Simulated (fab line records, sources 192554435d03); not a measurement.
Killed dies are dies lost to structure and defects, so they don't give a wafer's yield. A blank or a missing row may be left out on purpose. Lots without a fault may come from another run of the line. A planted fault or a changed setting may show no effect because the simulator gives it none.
fab line records | flow n5_finfet | part 1 of 2: steps 1 to 4 of 6
record lots=19 wafers=57 last_day=16
route steps=1938 shown BEOL_M0_SAQP@692 BEOL_M0@718
lots that met no fault: from a run of the same line without faults
start_h: hours from the record's first day to the start of the lot's first wafer shown | wait_h: hours since the lot's step before | " the same as in the row above | L1.1+2: a row that stands for several wafers | - no value, or no start given | * or withheld: withheld | < > ~ a bound
route shown NAME@n: a module of which the file shows steps, and the number in the route of the first | usual: mean/standard deviation of fault-free wafers | same: alike in all rows | chamber/n: place in a boat | sites: the reading at each site | _std_site: their standard deviation | _edge_site: outer sites' mean less inner sites' | radius_mm: how far each site lies from the wafer's centre | mask NAME#n: copy n | behind: the tool/chamber that last shaped the wafer | hold: why the lot was held/for how many hours/how that ended | device: the transistor (n, p or np) that didn't switch | end of line: the same wafers' tests at the end of the route | a step without rows: its recipe alone | killed: dies lost to structure and defects at the first sort, not the wafer's yield | map: a wafer's dies, x killed, . not, _ none there
set.NAME: the setting as run; set.NAME@STEP: as run at that earlier step | model.NAME: the simulator's own value behind a step, which no gauge read
steps of the route over a sample of lots; a table a step, a row a wafer
services: from which hour (start_h, from the record's first day; less than 0 if before it) a tool's chamber was out of use, for how many hours, and why
## steps
# step N5_BEOL_M0_SAQP_DESCUM_45
# recipe chemistry=O2 time_s=7 source_power_w=50 bias_power_w=20 pressure_mtorr=20 rf_frequency_hz=2.712e+07 temp_c=40 resist=CAR-EUV o2_flow_sccm=225
# usual drypump_motor_current_A=5.7/0.38 oes_product_au=0.81/0.084 rf_fwd_power_W=49.28/0.25 rf_vpp_V=243.8/1.1 showerhead_plenum_p_Torr=2.13/0.046 throttle_valve_pct=20.28/0.26
# same time_s=7
# columns lot.wafer tool chamber start_h wait_h drypump_motor_current_A oes_product_au rf_fwd_power_W rf_hours_counter_h rf_vpp_V showerhead_plenum_p_Torr throttle_valve_pct
L074.3 rie_diel-04 2 116.19 0.0 6.0 0.69 49.56 238 244.5 2.15 20.74
L074.4 " 3 " " 6.1 0.85 49.49 92 243.7 2.14 20.09
L074.5 " 2 " " 6.0 0.69 49.34 - 243.0 2.15 20.74
L075.1 rie_diel-05 2 121.60 0.1 5.6 0.98 49.22 2 245.0 2.13 19.98
L075.2 " 0 " " 5.0 0.72 49.25 194 243.4 2.17 20.34
L075.3 " 3 " " 5.8 0.71 48.60 240 244.7 2.13 20.05
L076.2 rie_diel-01 0 125.24 0.0 5.6 0.69 49.20 222 243.6 2.06 20.46
L076.3 " 2 " " 5.8 0.92 49.42 22 243.4 2.08 20.76
L076.6 " 0 " " 5.6 0.68 49.29 - 243.3 2.06 20.45
L077.1 rie_diel-01 1 130.39 0.0 5.7 0.87 48.84 43 243.5 2.23 20.45
L077.3 " 0 " " 5.6 0.69 49.28 223 243.8 2.06 20.43
L077.6 " 1 " " 5.7 0.88 48.97 - 244.8 2.23 20.45
L078.1 rie_diel-05 3 134.72 0.0 5.8 0.71 48.97 245 244.3 2.13 20.06
L078.5 " 2 " " 5.7 0.96 49.35 - 244.1 2.13 19.99
L078.6 " 1 " " 5.6 0.89 49.61 - 243.2 2.14 20.21
L079.3 rie_diel-04 1 141.83 0.0 4.9 0.77 48.89 151 244.6 2.16 20.04
L079.4 " 0 " " 5.4 0.76 49.56 - 243.6 2.15 20.27
L079.5 " 1 " " 5.0 0.77 48.88 - 244.4 2.16 20.03
L080.2 rie_diel-01 0 144.97 0.0 5.6 0.69 48.92 227 242.9 2.06 20.46
L080.4 " 3 " " 6.2 0.66 49.43 250 243.6 2.06 20.33
L080.6 " 0 " " 5.6 0.69 48.96 - 243.7 2.06 20.45
L081.2 rie_diel-04 3 150.67 0.3 6.1 0.84 49.08 103 241.4 2.13 20.11
L081.3 " 1 " " 5.0 0.76 49.10 155 245.3 2.16 20.05
L081.4 " 2 " " 6.0 0.69 49.10 246 244.1 2.15 20.76
L082.2 rie_diel-04 1 162.39 0.4 5.0 0.75 49.02 158 243.1 2.16 20.05
L082.3 " 2 " " 6.0 0.69 49.10 249 245.2 2.15 20.76
L082.6 " 1 " " 5.0 0.75 49.09 - 244.7 2.16 20.04
L083.1 rie_diel-04 0 167.45 0.3 5.4 0.75 49.60 166 244.8 2.15 20.27
L083.4 " 0 " " 5.4 0.74 49.58 - 244.4 2.15 20.28
L083.5 " 1 " " 4.9 0.76 49.22 - 244.6 2.16 20.04
L085.2 rie_diel-04 0 176.35 0.0 5.4 0.75 49.48 169 244.5 2.15 20.30
L085.3 " 0 " " 5.4 0.75 49.69 - 243.7 2.15 20.27
L085.6 " 3 " " 6.1 0.83 49.26 - 243.6 2.13 20.14
L086.1 rie_diel-04 3 192.36 0.0 6.1 0.83 49.43 118 243.6 2.13 20.15
L086.3 " 0 " " 5.4 0.75 49.39 174 244.5 2.15 20.28
L086.4 " 3 " " 6.1 0.82 49.27 - 244.2 2.13 20.13
L087.1 rie_diel-01 0 195.35 0.0 5.6 0.68 49.20 244 242.9 2.05 20.49
L087.2 " 1 " " 5.7 0.85 49.14 65 244.5 2.22 20.48
L087.3 " 3 " " 6.2 0.93 49.24 8 241.6 2.06 20.04
L088.1 rie_diel-01 2 198.60 0.2 5.8 0.88 49.49 46 241.8 2.08 20.78
L088.4 " 0 " " 5.6 0.69 49.10 245 242.7 2.05 20.49
L088.5 " 3 " " 6.2 0.93 49.44 - 241.7 2.06 20.05
L090.2 rie_diel-05 3 211.99 1.3 5.8 0.88 49.01 13 244.3 2.13 19.70
L090.3 " 1 " " 5.6 0.86 49.37 54 243.6 2.13 20.24
L090.5 " 1 " " 5.6 0.85 49.42 - 243.7 2.13 20.26
L091.1 rie_diel-05 2 215.57 1.5 5.7 0.90 48.96 35 243.3 2.12 20.04
L091.3 " 3 " " 5.8 0.88 48.72 15 243.5 2.13 19.70
L091.5 " 3 " " 5.8 0.88 48.84 - 245.0 2.13 19.70
L092.2 rie_diel-04 2 223.35 0.0 6.0 0.94 49.59 13 244.1 2.14 20.51
L092.4 " 0 " " 5.4 0.73 49.68 188 244.2 2.14 20.32
L092.5 " 2 " " 6.0 0.94 49.56 - 242.2 2.14 20.52
L093.3 rie_diel-05 3 227.65 0.3 5.8 0.88 48.99 19 244.8 2.12 19.70
L093.5 " 1 " " 5.6 0.85 49.14 - 242.9 2.13 20.27
L093.6 " 0 " " 5.0 0.70 49.28 - 243.9 2.16 20.39
L095.1 rie_diel-01 3 241.23 0.0 6.2 0.91 49.38 17 242.9 2.05 20.07
L095.2 " 1 " " 5.7 0.84 49.16 74 245.4 2.22 20.48
L095.4 " 2 " " 5.8 0.87 49.47 - 242.5 2.07 20.79
# step N5_BEOL_M0_SAQP_ALD_48
# recipe material=SiO2 target_thk_a=200 temp_c=100 ald_precursor_family=BDEAS ald_co_reactant=O2-plasma pulse_time_s=1 co_reactant_pulse_time_s=1 purge_time_s=2 co_reactant_purge_time_s=2 ald_cycles=139 pressure_torr=2
# usual heater_power_w=77/10 precursor_pulse_height_rel=1.002/0.019 susceptor_temp_C=99.97/0.14
# same co_reactant_pulse_time_s=1
# columns lot.wafer tool chamber start_h wait_h heater_power_w precursor_pulse_height_rel susceptor_temp_C
L074.3 ald_sin-02 3 116.83 0.4 105 1.021 99.83
L074.4 " 0 " " 79 1.014 100.14
L074.5 " 1 " " 68 0.987 100.18
L075.1 ald_sin-01 1 121.88 0.0 78 1.002 100.00
L075.2 " 3 " " 73 1.016 100.04
L075.3 " 0 " " 61 0.978 99.99
L076.2 ald_sin-02 3 125.53 0.0 104 1.016 99.98
L076.3 " 1 " " 69 1.005 100.05
L076.6 " 1 " " 67 1.011 100.07
L077.1 ald_sin-04 0 130.74 0.1 74 1.010 100.00
L077.3 " 2 " " 78 1.009 99.80
L077.6 " 0 " " 75 1.016 100.08
L078.1 ald_sin-01 2 135.01 0.0 79 0.967 100.03
L078.5 " 1 " " 77 1.000 99.90
L078.6 " 0 " " 61 1.008 99.95
L079.3 ald_sin-04 1 142.11 0.0 76 0.991 100.02
L079.4 " 0 " " 75 0.980 99.78
L079.5 " 0 " " 76 0.997 99.96
L080.2 ald_sin-04 1 145.39 0.2 76 0.945 99.87
L080.4 " 3 " " 75 1.007 100.15
L080.6 " 3 " " 74 0.996 99.98
L081.2 ald_sin-01 1 151.08 0.2 78 0.979 100.00
L081.3 " 0 " " 61 0.997 100.11
L081.4 " 2 " " 77 1.031 100.06
L082.2 ald_sin-04 2 163.45 0.8 79 1.003 99.91
L082.3 " 0 " " 75 0.980 99.96
L082.6 " 0 " " 73 1.024 100.06
L083.1 ald_sin-01 2 167.73 0.0 77 0.989 99.91
L083.4 " 0 " " 63 1.009 100.10
L083.5 " 3 " " 73 1.011 99.76
L085.2 ald_sin-02 2 176.83 0.1 82 1.033 100.13
L085.3 " 1 " " 66 0.991 100.01
L085.6 " 3 " " 103 0.995 100.02
L086.1 ald_sin-04 2 192.65 0.0 80 1.025 99.75
L086.3 " 3 " " 75 1.013 99.90
L086.4 " 3 " " 74 0.997 99.81
L087.1 ald_sin-02 0 195.84 0.2 80 1.018 99.95
L087.2 " 2 " " 82 1.030 99.87
L087.3 " 1 " " 69 1.035 99.96
L088.1 ald_sin-02 2 198.88 0.0 81 1.027 100.04
L088.4 " 1 " " 67 0.997 99.98
L088.5 " 3 " " 103 1.034 99.81
L090.2 ald_sin-02 0 212.27 0.0 80 0.979 100.11
L090.3 " 1 " " 68 1.009 99.76
L090.5 " 0 " " 82 1.016 100.11
L091.1 ald_sin-02 0 215.85 0.0 80 1.000 99.96
L091.3 " 1 " " 66 1.013 100.08
L091.5 " 2 " " 83 1.012 99.92
L092.2 ald_sin-01 0 223.93 0.3 62 0.996 100.09
L092.4 " 1 " " 78 1.012 99.88
L092.5 " 0 " " 62 1.002 99.85
L093.3 ald_sin-01 2 227.93 0.0 77 1.005 99.91
L093.5 " 1 " " 79 0.987 99.94
L093.6 " 2 " " 78 0.999 99.87
L095.1 ald_sin-04 1 241.52 0.0 74 1.011 100.17
L095.2 " 3 " " 73 0.978 100.12
L095.4 " 2 " " 82 1.020 99.99
# step N5_BEOL_M0_SAQP_STRIP_75
# recipe chemistry=CF4 resist=SiARC power_w=300 bias_power_w=75 pressure_mtorr=50 cf4_flow_sccm=150 rf_frequency_hz=6e+07
# usual drypump_motor_current_A=5.6/0.37 oes_product_au=0.189/0.021 rf_fwd_power_W=293.2/1.2 rf_vpp_V=272.0/1.2 showerhead_plenum_p_Torr=1.83/0.034 throttle_valve_pct=13.44/0.22
# columns lot.wafer tool chamber start_h wait_h drypump_motor_current_A oes_product_au rf_fwd_power_W rf_hours_counter_h rf_vpp_V showerhead_plenum_p_Torr throttle_valve_pct
L074.3 rie_diel-05 1 117.46 0.1 5.6 0.212 293.2 22 270.3 1.83 13.32
L074.4 " 0 " " 5.0 0.163 293.6 193 273.9 1.85 13.48
L074.5 " 1 " " 5.6 0.209 293.4 - 272.2 1.83 13.32
L075.1 rie_diel-01 3 122.66 0.1 6.2 0.159 293.6 243 270.2 1.75 13.56
L075.2 " 0 " " 5.6 0.163 292.3 220 271.8 1.79 13.83
L075.3 " 1 " " 5.7 0.200 291.3 40 275.0 1.92 13.58
L076.2 rie_diel-04 2 126.15 0.1 6.0 0.161 292.1 241 272.2 1.82 13.95
L076.3 " 0 " " 5.4 0.174 296.6 153 274.0 1.87 13.64
L076.6 " 2 " " 6.0 0.157 294.2 - 273.1 1.82 13.95
L077.1 rie_diel-05 3 131.63 0.1 5.8 0.167 293.9 244 271.5 1.86 13.59
L077.3 " 1 " " 5.6 0.215 294.1 27 272.8 1.83 13.33
L077.6 " 1 " " 5.6 0.205 292.3 - 271.3 1.83 13.33
L078.1 rie_diel-05 3 135.63 0.1 5.8 0.162 292.8 245 272.2 1.86 13.59
L078.5 " 2 " " 5.7 0.223 292.4 - 271.0 1.83 13.24
L078.6 " 1 " " 5.6 0.208 293.5 - 272.9 1.83 13.35
L079.3 rie_diel-05 1 142.74 0.1 5.6 0.207 294.0 31 272.0 1.83 13.35
L079.4 " 2 " " 5.7 0.215 294.1 10 273.7 1.83 13.26
L079.5 " 2 " " 5.7 0.224 292.6 - 272.4 1.83 13.23
L080.2 rie_diel-05 2 146.02 0.1 5.7 0.215 292.1 11 272.8 1.83 13.25
L080.4 " 1 " " 5.6 0.211 291.7 32 272.3 1.83 13.35
L080.6 " 0 " " 5.0 0.172 293.9 - 271.9 1.84 13.49
L081.2 rie_diel-04 3 151.71 0.1 6.1 0.192 292.6 103 271.2 1.83 13.29
L081.3 " 0 " " 5.4 0.174 295.6 161 272.4 1.87 13.68
L081.4 " 1 " " 4.9 0.171 293.8 156 273.6 1.84 13.32
L082.2 rie_diel-04 2 164.07 0.1 6.0 0.155 292.8 250 271.5 1.82 13.96
L082.3 " 1 " " 4.9 0.173 293.7 159 272.8 1.84 13.33
L082.6 " 0 " " 5.4 0.182 296.6 - 271.5 1.87 13.69
L083.1 rie_diel-01 3 168.36 0.1 6.2 0.220 292.7 2 273.0 1.75 13.03
L083.4 " 1 " " 5.7 0.195 292.8 57 271.6 1.92 13.63
L083.5 " 1 " " 5.7 0.194 292.1 - 273.5 1.92 13.61
L085.2 rie_diel-04 3 177.51 0.1 6.1 0.185 291.7 112 272.1 1.83 13.33
L085.3 " 0 " " 5.4 0.168 294.8 - 273.6 1.87 13.70
L085.6 " 0 " " 5.4 0.169 295.7 - 273.5 1.87 13.70
L086.1 rie_diel-05 0 193.27 0.1 5.0 0.165 293.5 218 271.1 1.84 13.53
L086.3 " 3 " " 5.8 0.208 292.6 7 272.0 1.86 13.06
L086.4 " 2 " " 5.7 0.217 291.3 28 271.6 1.83 13.29
L087.1 rie_diel-05 2 196.60 0.1 5.7 0.198 292.9 28 272.2 1.83 13.29
L087.2 " 3 " " 5.8 0.219 293.3 8 271.8 1.86 13.05
L087.3 " 1 " " 5.6 0.201 293.6 48 271.3 1.83 13.39
L088.1 rie_diel-05 0 199.51 0.1 5.0 0.162 293.1 219 272.4 1.84 13.50
L088.4 " 1 " " 5.6 0.203 293.5 49 272.9 1.83 13.39
L088.5 " 3 " " 5.8 0.208 292.5 - 272.3 1.86 13.05
L090.2 rie_diel-04 0 212.94 0.1 5.4 0.166 295.8 183 271.2 1.86 13.73
L090.3 " 1 " " 4.9 0.171 292.4 177 274.3 1.83 13.36
L090.5 " 1 " " 4.9 0.173 292.5 - 273.3 1.83 13.37
L091.1 rie_diel-05 2 216.48 0.1 5.7 0.202 292.8 36 272.0 1.83 13.30
L091.3 " 1 " " 5.6 0.190 294.2 56 270.3 1.82 13.39
L091.5 " 2 " " 5.7 0.217 293.4 - 271.0 1.83 13.30
L092.2 rie_diel-01 3 224.56 0.1 6.2 0.211 294.3 13 272.6 1.75 13.05
L092.4 " 0 " " 5.6 0.158 291.3 248 271.2 1.78 13.91
L092.5 " 0 " " 5.6 0.155 292.2 - 271.1 1.78 13.90
L093.3 rie_diel-04 3 228.56 0.1 6.1 0.181 294.2 126 269.9 1.83 13.34
L093.5 " 3 " " 6.1 0.183 294.2 - 271.5 1.83 13.36
L093.6 " 2 " " 6.0 0.221 294.0 - 272.7 1.81 13.46
L095.1 rie_diel-04 0 242.15 0.1 5.4 0.167 295.2 192 273.2 1.86 13.74
L095.2 " 2 " " 6.0 0.201 293.5 18 269.8 1.81 13.45
L095.4 " 3 " " 6.1 0.182 294.2 129 271.8 1.82 13.35
# step N5_BEOL_M0_STRIP_104
# recipe chemistry=N2/H2 power_w=450 temp_c=40 pressure_mtorr=20 rf_frequency_hz=6e+07 overash_fraction=0.3 bias_power_w=7 h2_frac=0.5 n2_flow_sccm=200 h2_flow_sccm=200
# usual drypump_motor_current_A=5.62/0.3 oes_product_au=0.79/0.087 rf_vpp_V=59.1/1.6 showerhead_plenum_p_Torr=2.50/0.066 throttle_valve_pct=23.8/0.46
# same overash_fraction=0.3
# columns lot.wafer tool chamber start_h wait_h drypump_motor_current_A oes_product_au rf_hours_counter_h rf_vpp_V showerhead_plenum_p_Torr throttle_valve_pct
L074.3 rie_diel-06 1 119.16 0.0 5.41 0.93 16 59.0 2.60 23.5
L074.4 " 0 " " 6.09 0.91 16 57.2 2.48 23.2
L074.5 " 3 " " 5.94 0.69 - 57.6 2.41 23.6
L075.1 rie_diel-02 1 123.68 0.0 5.22 0.77 107 58.4 2.46 24.1
L075.2 " 0 " " 5.70 0.72 192 57.3 2.45 24.4
L075.3 " 2 " " 5.70 0.72 191 57.9 2.51 24.1
L076.2 rie_diel-02 2 128.44 0.0 5.69 0.72 194 60.6 2.51 24.1
L076.3 " 0 " " 5.72 0.73 195 60.4 2.45 24.4
L076.6 " 2 " " 5.68 0.73 - 58.2 2.51 24.1
L077.1 rie_diel-06 0 132.81 0.0 6.09 0.88 19 61.6 2.47 23.2
L077.3 " 1 " " 5.41 0.92 19 60.4 2.60 23.4
L077.6 " 1 " " 5.43 0.92 - 58.7 2.60 23.4
L078.1 rie_diel-06 3 137.16 0.0 5.94 0.69 205 60.0 2.41 23.6
L078.5 " 3 " " 5.92 0.69 - 58.6 2.40 23.6
L078.6 " 0 " " 6.04 0.87 - 57.7 2.47 23.2
L079.3 rie_diel-03 1 145.23 0.0 5.23 0.82 100 62.1 2.42 23.1
L079.4 " 0 " " 5.13 0.68 225 60.4 2.62 23.4
L079.5 " 3 " " 5.95 0.74 - 56.7 2.53 23.5
L080.2 rie_diel-03 1 148.45 0.0 5.25 0.82 101 59.6 2.42 23.1
L080.4 " 3 " " 5.97 0.75 153 57.0 2.53 23.5
L080.6 " 0 " " 5.11 0.70 - 63.0 2.62 23.4
L081.2 rie_diel-06 3 153.97 0.0 5.94 0.70 209 57.6 2.40 23.6
L081.3 " 1 " " 5.43 0.88 28 57.2 2.60 23.4
L081.4 " 2 " " 5.55 0.86 68 59.0 2.59 24.2
L082.2 rie_diel-03 3 174.46 0.0 5.94 0.75 162 59.5 2.53 23.5
L082.3 " 2 " " 5.71 0.90 42 58.2 2.56 23.2
L082.6 " 1 " " 5.24 0.79 - 59.3 2.42 23.1
L083.1 rie_diel-02 3 175.10 0.0 5.73 0.96 9 58.0 2.52 24.1
L083.4 " 1 " " 5.24 0.76 130 60.1 2.45 24.2
L083.5 " 2 " " 5.72 0.70 - 58.8 2.51 24.2
L085.2 rie_diel-02 3 179.14 0.0 5.74 0.94 11 60.8 2.52 24.0
L085.3 " 1 " " 5.20 0.75 132 57.5 2.45 24.2
L085.6 " 1 " " 5.22 0.75 - 58.7 2.45 24.2
L086.1 rie_diel-02 3 196.11 0.0 5.73 0.94 17 58.6 2.51 24.1
L086.3 " 2 " " 5.74 0.68 221 60.3 2.50 24.1
L086.4 " 0 " " 5.69 0.70 219 57.7 2.44 24.4
L087.1 rie_diel-06 1 198.82 0.0 5.42 0.88 39 57.0 2.59 23.4
L087.2 " 2 " " 5.53 0.85 80 59.5 2.59 24.2
L087.3 " 3 " " 5.94 0.69 222 59.7 2.40 23.6
L088.1 rie_diel-06 0 200.40 0.0 6.04 0.84 42 55.6 2.47 23.2
L088.4 " 1 " " 5.41 0.87 40 61.0 2.59 23.5
L088.5 " 0 " " 6.10 0.83 - 60.5 2.46 23.2
L090.2 rie_diel-06 3 215.72 0.0 5.97 0.68 226 59.6 2.40 23.6
L090.3 " 1 " " 5.42 0.88 45 56.4 2.59 23.5
L090.5 " 1 " " 5.42 0.87 - 60.4 2.59 23.5
L091.1 rie_diel-02 1 217.54 0.0 5.22 0.73 145 60.0 2.44 24.2
L091.3 " 0 " " 5.73 0.70 228 62.1 2.44 24.4
L091.5 " 2 " " 5.69 0.71 - 58.6 2.50 24.2
L092.2 rie_diel-06 2 227.91 0.0 5.52 0.83 89 61.8 2.58 24.3
L092.4 " 3 " " 5.97 0.67 231 59.9 2.39 23.6
L092.5 " 0 " " 6.02 0.84 - 57.7 2.46 23.2
L093.3 rie_diel-02 3 230.32 0.0 5.75 0.90 28 57.2 2.51 24.1
L093.5 " 3 " " 5.76 0.90 - 57.0 2.51 24.1
L093.6 " 0 " " 5.71 0.70 - 59.5 2.44 24.4
L095.1 rie_diel-02 3 244.57 0.0 5.76 0.89 34 57.4 2.51 24.1
L095.2 " 2 " " 5.68 0.68 239 60.8 2.49 24.2
L095.4 " 1 " " 5.27 0.74 153 56.9 2.44 24.2
